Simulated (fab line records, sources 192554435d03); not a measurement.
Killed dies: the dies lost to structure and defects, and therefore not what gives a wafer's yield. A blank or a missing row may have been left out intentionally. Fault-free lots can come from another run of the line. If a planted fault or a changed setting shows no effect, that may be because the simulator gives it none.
fab line records	flow n5_finfet
[record] lots = 10	wafers = 28	last_day = 17
route steps=1938 shown BEOL_M15@1774 PASSIVATION@1936
lots untouched by any fault: they come from a run of this same line in which no faults occurred
start_h: hours from the record's opening day to when the first of the lot's shown wafers began	wait_h: hours elapsed since this lot's preceding step	" as in the row above	L1.1+2: a single row standing in for several wafers	- value missing, or start not given	* or withheld: withheld	< > ~ a bound
route shown NAME@n: names a module that has steps shown in the file, with the first one's number in the route	usual: mean/standard deviation of fault-free wafers	same: alike in all rows	chamber/n: place in a boat	sites: per-site readings	_std_site: their standard deviation	_edge_site: mean of outer sites minus mean of inner sites	radius_mm: how far each site lies from the wafer's centre	mask NAME#n: copy n	behind: the most recent tool/chamber to have shaped the wafer	hold: reason for holding the lot/hours on hold/outcome of the hold	device: transistor that didn't switch, given as n, p or np	end of line: the same wafers' tests at the end of the route	step lacking rows: just its recipe	killed: not the wafer's yield, but the dies lost to structure and defects at the first sort	map: a wafer's dies, marking killed ones x, the rest . and places with no die _
set.NAME: the setting as run; set.NAME@STEP: as run at that earlier step	model.NAME: the simulator's own value behind a step, which no gauge read
route steps across a sampled set of lots; one table per step, one row per wafer
services: when a tool's chamber went out of use (start_h, in hours from the record's first day, below 0 if earlier), for how many hours, and the reason
[[steps]]
[step N5_BEOL_M15_THK_MEAS_01]
[recipe] reads = SiO2_of_BEOL_M15_ILD_DEP_00
[usual] M15_ILD_THK = 1617/22
lot.wafer	tool	chamber	start_h	wait_h	M15_ILD_THK[nm]
L482.2	film_metro-02	-	273.42	0.1	1598
L482.3	"	-	"	"	1580
L482.5	"	-	"	"	1621
L486.3	film_metro-02	-	281.26	0.1	1611
L486.4	"	-	"	"	1595
L486.5	"	-	"	"	1636
L487.1	film_metro-02	-	302.15	0.1	1618
L487.5	"	-	"	"	1654
L487.6	"	-	"	"	1631
L490.1	film_metro-01	-	314.23	0.1	1609
L490.2	"	-	"	"	1594
L492.1	film_metro-02	-	338.64	0.1	1613
L492.3	"	-	"	"	1624
L494.3	film_metro-02	-	351.28	0.1	1621
L494.5	"	-	"	"	1626
L494.6	"	-	"	"	1640
L500.1	film_metro-01	-	370.84	0.1	1634
L500.4	"	-	"	"	1625
L500.6	"	-	"	"	1655
L502.1	film_metro-01	-	391.59	0.1	1575
L502.3	"	-	"	"	1597
L502.5	"	-	"	"	1606
L503.3	film_metro-01	-	395.80	0.1	1589
L503.4	"	-	"	"	1634
L503.6	"	-	"	"	1636
L501.1	film_metro-01	-	400.28	0.2	1594
L501.3	"	-	"	"	1607
L501.4	"	-	"	"	1602
[step N5_BEOL_M15_VIA_ETCH_16]
[recipe] chemistry = C4F8/O2/Ar	target = SiO2	he_inner_torr = 15	he_outer_torr = 30	target_depth_a = 17922	time_s = withheld	ion_energy_ev = 800	pressure_mtorr = 20	source_w = 1905	bias_w = 2040	Ar_flow_sccm = 400	C4F8_flow_sccm = 16	O2_flow_sccm = 12	ends = cleared
[usual] drypump_motor_current_A = 5.6/0.48	oes_product_au = 0.67/0.059	rf_vpp_V = 2217/37	showerhead_plenum_p_Torr = 3.46/0.14	throttle_valve_pct = 31.06/0.24
lot.wafer	tool	chamber	start_h	wait_h	drypump_motor_current_A	oes_product_au	rf_vpp_V	showerhead_plenum_p_Torr	throttle_valve_pct
L482.2	rie_diel-01	3	273.90	0.0	5.2	0.67	2194	3.44	31.29
L482.3	"	2	"	"	4.8	0.80	2198	3.63	30.93
L482.5	"	1	"	"	5.8	0.74	2237	3.59	30.96
L486.3	rie_diel-01	2	281.76	0.0	4.8	0.79	2199	3.63	30.93
L486.4	"	1	"	"	5.8	0.74	2237	3.59	30.96
L486.5	"	3	"	"	5.2	0.67	2194	3.44	31.30
L487.1	rie_diel-01	1	302.91	0.0	5.8	0.74	2237	3.58	30.96
L487.5	"	3	"	"	5.2	0.66	2193	3.44	31.30
L487.6	"	0	"	"	6.2	0.61	2214	3.52	30.88
L490.1	rie_diel-02	3	314.84	0.0	5.6	0.73	2223	3.62	31.06
L490.2	"	2	"	"	6.1	0.68	2205	3.18	31.34
L492.1	rie_diel-03	3	339.24	0.0	5.8	0.66	2270	3.56	30.97
L492.3	"	2	"	"	6.4	0.64	2275	3.54	30.70
L494.3	rie_diel-03	0	352.24	0.0	5.3	0.64	2159	3.40	31.15
L494.5	"	2	"	"	6.4	0.63	2274	3.54	30.72
L494.6	"	3	"	"	5.8	0.64	2270	3.56	30.98
L500.1	rie_diel-02	3	371.32	0.0	5.6	0.71	2223	3.61	31.06
L500.4	"	2	"	"	6.1	0.65	2206	3.17	31.37
L500.6	"	2	"	"	6.1	0.66	2207	3.17	31.35
L502.1	rie_diel-02	0	392.07	0.0	5.3	0.61	2217	3.41	31.34
L502.3	"	3	"	"	5.6	0.71	2222	3.61	31.07
L502.5	"	3	"	"	5.6	0.71	2220	3.61	31.07
L503.3	rie_diel-03	1	396.28	0.0	5.2	0.62	2152	3.42	31.35
L503.4	"	2	"	"	6.5	0.63	2274	3.53	30.74
L503.6	"	0	"	"	5.3	0.63	2159	3.39	31.15
L501.1	rie_diel-02	2	400.76	0.0	6.1	0.66	2206	3.16	31.36
L501.3	"	3	"	"	5.6	0.71	2222	3.61	31.08
L501.4	"	0	"	"	5.3	0.62	2214	3.41	31.36
[step N5_BEOL_M15_CD_MEAS_17]
[recipe] target_cd_nm = 360	polarity = opening
[usual] cd_nm = 362.3/2.2
lot.wafer	tool	chamber	start_h	wait_h	cd_nm
L482.2	cd_sem-01	-	274.31	0.0	363.4
L482.3	"	-	"	"	361.5
L482.5	"	-	"	"	359.5
L486.3	cd_sem-01	-	282.17	0.0	360.7
L486.4	"	-	"	"	362.3
L486.5	"	-	"	"	363.5
L487.1	cd_sem-02	-	303.32	0.0	360.6
L487.5	"	-	"	"	362.7
L487.6	"	-	"	"	364.1
L490.1	cd_sem-01	-	315.25	0.0	365.1
L490.2	"	-	"	"	362.1
L492.1	cd_sem-02	-	339.65	0.0	360.9
L492.3	"	-	"	"	362.1
L494.3	cd_sem-03	-	352.65	0.0	362.5
L494.5	"	-	"	"	364.9
L494.6	"	-	"	"	362.9
L500.1	cd_sem-03	-	371.73	0.0	366.1
L500.4	"	-	"	"	364.6
L500.6	"	-	"	"	363.3
L502.1	cd_sem-01	-	392.48	0.0	361.1
L502.3	"	-	"	"	364.2
L502.5	"	-	"	"	363.8
L503.3	cd_sem-03	-	396.69	0.0	362.2
L503.4	"	-	"	"	361.6
L503.6	"	-	"	"	359.6
L501.1	cd_sem-01	-	401.18	0.0	359.9
L501.3	"	-	"	"	364.7
L501.4	"	-	"	"	361.6
[step N5_BEOL_M15_TRENCH_ETCH_34]
[recipe] chemistry = C4F8/O2/Ar	target = SiO2	target_depth_a = 8729.3	he_inner_torr = 15	he_outer_torr = 30	time_s = 199	ion_energy_ev = 800	pressure_mtorr = 20	source_w = 1905	bias_w = 2040	Ar_flow_sccm = 400	C4F8_flow_sccm = 16	O2_flow_sccm = 12
[usual] drypump_motor_current_A = 5.6/0.47	oes_product_au = 0.74/0.063	rf_vpp_V = 2215/33	showerhead_plenum_p_Torr = 3.46/0.14	throttle_valve_pct = 31.10/0.24
lot.wafer	tool	chamber	start_h	wait_h	drypump_motor_current_A	oes_product_au	rf_hours_counter_h	rf_vpp_V	showerhead_plenum_p_Torr	throttle_valve_pct
L482.2	rie_diel-02	1	275.41	0.0	4.9	0.68	232	2222	3.28	30.63
L482.3	"	3	"	"	5.6	0.81	83	2223	3.63	31.03
L482.5	"	2	"	"	6.1	0.74	-	2207	3.19	31.36
L486.3	rie_diel-02	1	283.37	0.0	4.9	0.69	235	2222	3.28	30.64
L486.4	"	2	"	"	6.1	0.74	143	2206	3.18	31.36
L486.5	"	0	"	"	5.3	0.71	-	2215	3.43	31.34
L487.1	rie_diel-03	1	304.37	0.0	5.2	0.70	190	2155	3.43	31.34
L487.5	"	2	"	"	6.4	0.71	-	2275	3.55	30.71
L487.6	"	3	"	"	5.9	0.73	-	2271	3.57	30.99
L490.1	rie_diel-02	2	317.09	0.0	6.0	0.95	152	2206	3.18	31.71
L490.2	"	3	"	"	5.6	0.81	97	2223	3.62	31.08
L492.1	rie_diel-02	3	340.83	0.0	5.6	1.03	106	2222	3.62	31.40
L492.3	"	0	"	"	5.3	0.88	220	2216	3.42	31.66
L494.3	rie_diel-03	3	355.88	0.0	5.9	0.71	160	2272	3.56	31.00
L494.5	"	0	"	"	5.3	0.69	-	2161	3.40	31.15
L494.6	"	1	"	"	5.2	0.69	-	2154	3.42	31.35
L500.1	rie_diel-03	3	372.96	0.0	5.8	0.71	165	2271	3.56	31.01
L500.4	"	0	"	"	5.3	0.69	238	2161	3.40	31.15
L500.6	"	0	"	"	5.3	0.70	-	2159	3.40	31.17
L502.1	rie_diel-01	0	393.53	0.0	6.2	0.67	246	2211	3.51	30.93
L502.3	"	3	"	"	5.2	0.72	213	2193	3.43	31.35
L502.5	"	0	"	"	6.2	0.67	-	2213	3.51	30.93
L503.3	rie_diel-01	1	398.04	0.0	5.8	0.80	98	2237	3.57	31.00
L503.4	"	0	"	"	6.2	0.68	248	2214	3.51	30.95
L503.6	"	3	"	"	5.2	0.73	-	2196	3.42	31.35
L501.1	rie_diel-02	0	402.36	0.0	5.3	0.68	242	2216	3.41	31.37
L501.3	"	1	"	"	4.9	0.97	11	2258	3.67	30.57
L501.4	"	2	"	"	6.1	0.72	183	2206	3.16	31.40
[step N5_BEOL_M15_THK_MEAS_50]
[recipe] thk_meas_gauge = xrf	reads = Cu_of_BEOL_M15_ECD_47
[usual] M15_THK = 852/15
lot.wafer	tool	chamber	start_h	wait_h	M15_THK[nm]
L482.2	film_metro-02	-	278.18	-	821
L482.3	"	-	"	"	828
L482.5	"	-	"	"	839
L486.3	film_metro-02	-	293.85	-	842
L486.4	"	-	"	"	866
L486.5	"	-	"	"	855
L487.1	film_metro-02	-	307.81	-	843
L487.5	"	-	"	"	846
L487.6	"	-	"	"	841
L490.1	film_metro-01	-	322.32	-	1263
L490.2	"	-	"	"	851
L492.1	film_metro-02	-	353.42	-	1257
L492.3	"	-	"	"	1237
L494.3	film_metro-01	-	360.54	-	833
L494.5	"	-	"	"	848
L494.6	"	-	"	"	848
L500.1	film_metro-02	-	375.85	-	829
L500.4	"	-	"	"	845
L500.6	"	-	"	"	853
L502.1	film_metro-01	-	395.30	-	838
L502.3	"	-	"	"	883
L502.5	"	-	"	"	842
L503.3	film_metro-02	-	400.39	0.3	851
L503.4	"	-	"	"	840
L503.6	"	-	"	"	880
L501.1	film_metro-02	-	404.92	-	842
L501.3	"	-	"	"	885
L501.4	"	-	"	"	864
[step N5_BEOL_M15_RS_MEAS_54]
[recipe] thk_meas_gauge = four-point-probe	reads = Cu_of_BEOL_M15_ECD_47+Ta_of_BEOL_M15_SPUTTER_44+TaN_of_BEOL_M15_SPUTTER_43
[usual] M15_RS = 0.0218/0.00035
lot.wafer	tool	chamber	start_h	wait_h	M15_RS[ohm/sq]
L482.2	film_metro-02	-	278.31	0.1	0.0223
L482.3	"	-	"	"	0.0220
L482.5	"	-	"	"	0.0218
L486.3	film_metro-02	-	293.98	0.1	0.0222
L486.4	"	-	"	"	0.0217
L486.5	"	-	"	"	0.0220
L487.1	film_metro-02	-	307.94	0.0	0.0222
L487.5	"	-	"	"	0.0220
L487.6	"	-	"	"	0.0221
L490.1	film_metro-01	-	322.45	0.1	0.0146
L490.2	"	-	"	"	0.0216
L492.1	film_metro-02	-	353.55	0.0	0.0148
L492.3	"	-	"	"	0.0151
L494.3	film_metro-02	-	360.67	0.1	0.0225
L494.5	"	-	"	"	0.0220
L494.6	"	-	"	"	0.0220
L500.1	film_metro-01	-	375.98	0.0	0.0224
L500.4	"	-	"	"	0.0220
L500.6	"	-	"	"	0.0217
L502.1	film_metro-01	-	395.42	0.0	0.0222
L502.3	"	-	"	"	0.0209
L502.5	"	-	"	"	0.0221
L503.3	film_metro-01	-	400.52	0.1	0.0216
L503.4	"	-	"	"	0.0220
L503.6	"	-	"	"	0.0210
L501.1	film_metro-02	-	405.05	0.0	0.0221
L501.3	"	-	"	"	0.0210
L501.4	"	-	"	"	0.0214
[step N5_PASSIVATION_PROBE_49]
[usual] defect_limited_yield = 91.6/1.2	killed_at_M0_to_M3 = 33/9.4	killed_at_M4_up = 13/5.2	killed_at_contacts = 13/5.6	killed_at_front_end = 37/9.5	killed_at_other = 4/3.1	killed_dies = 99/15	killed_open = 65/11	killed_short = 32/7.5	sort_bin_5_function = 4.9/0.77	sort_bin_6_memory = 3.1/0.65	sort_n_pass = 1081/15	sort_yield_pct = 91.6/1.2
[same] gross_dies = 1180	killed_at_back_side = 0	sort_bin_4_leakage[%] = 0	sort_bin_8_speed[%] = 0
lot.wafer	tool	chamber	start_h	wait_h	defect_limited_yield[%]	killed_at_M0_to_M3	killed_at_M4_up	killed_at_contacts	killed_at_front_end	killed_at_other	killed_dies	killed_open	killed_short	sort_bin_5_function[%]	sort_bin_6_memory[%]	sort_n_pass	sort_yield_pct[%]
L494.6	prober-02	-	374.61	0.3	91.2	43	14	10	35	2	104	57	46	5.0	3.4	1076	91.2
// killed by level:class
L494.6 BEOL_M0_SAQP:geometric_particle:short=12 BEOL_M0_SAQP:geometric_particle:open=11 FIN_SAQP:geometric_particle:open=9 MOL_CONTACT_COAG:geometric_particle:open=8 BEOL_M3:geometric_particle:open=7 SPACER0:geometric_particle:open=6 BEOL_M1:geometric_particle:open=6 FIN_SAQP:geometric_particle:short=5
[[services]]
tool	chamber	start_h	hours	kind
rie_diel-01	-	250.99	1.8	repair
rie_diel-02	2	286.38	3.2	repair
rie_diel-03	3	322.36	15.4	repair
rie_diel-02	1	334.87	-	clean
rie_diel-02	1	334.87	-	consumable_replace:focus_ring
rie_diel-02	1	334.87	-	consumable_replace:showerhead
rie_diel-02	1	334.87	27.6	scheduled_down
rie_diel-02	1	334.87	27.6	vent_cycle
rie_diel-03	1	337.77	14.5	repair
rie_diel-01	-	341.60	14.6	pm
rie_diel-03	0	382.92	3.2	repair
rie_diel-03	2	389.57	5.6	repair
[[key]]
[first_sign] step = N5_BEOL_M15_TRENCH_ETCH_34	reading = oes_product_au	direction = up	sigmas = 3.4	usual = 0.74	struck = 0.95
[effect] step = N5_BEOL_M15_TRENCH_ETCH_34	reading = throttle_valve_pct	direction = up	sigmas = 2.1	usual = *	struck = *
[effect] step = N5_BEOL_M15_THK_MEAS_50	reading = M15_THK	direction = up	sigmas = 27	usual = 852	struck = 1252
[effect] step = N5_BEOL_M15_RS_MEAS_54	reading = M15_RS	direction = down	sigmas = 20	usual = 0.0218	struck = 0.0148
met_at N5_BEOL_M15_TRENCH_ETCH_34
struck_lots L490,L492
struck_wafers L490.1,L492.1,L492.3
not_acting_at N5_BEOL_M15_THK_MEAS_01,N5_BEOL_M15_VIA_ETCH_16,N5_BEOL_M15_CD_MEAS_17
onset_between 283.37 317.09
[fault] kind = process_parameter_drift	tool = rie_diel-02	chamber = -	onset_h = 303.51	steps = N5_BEOL_M15_TRENCH_ETCH_34	channel = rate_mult	offset = 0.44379	shape = step	end_h = 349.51	scope = struck_wafers_only
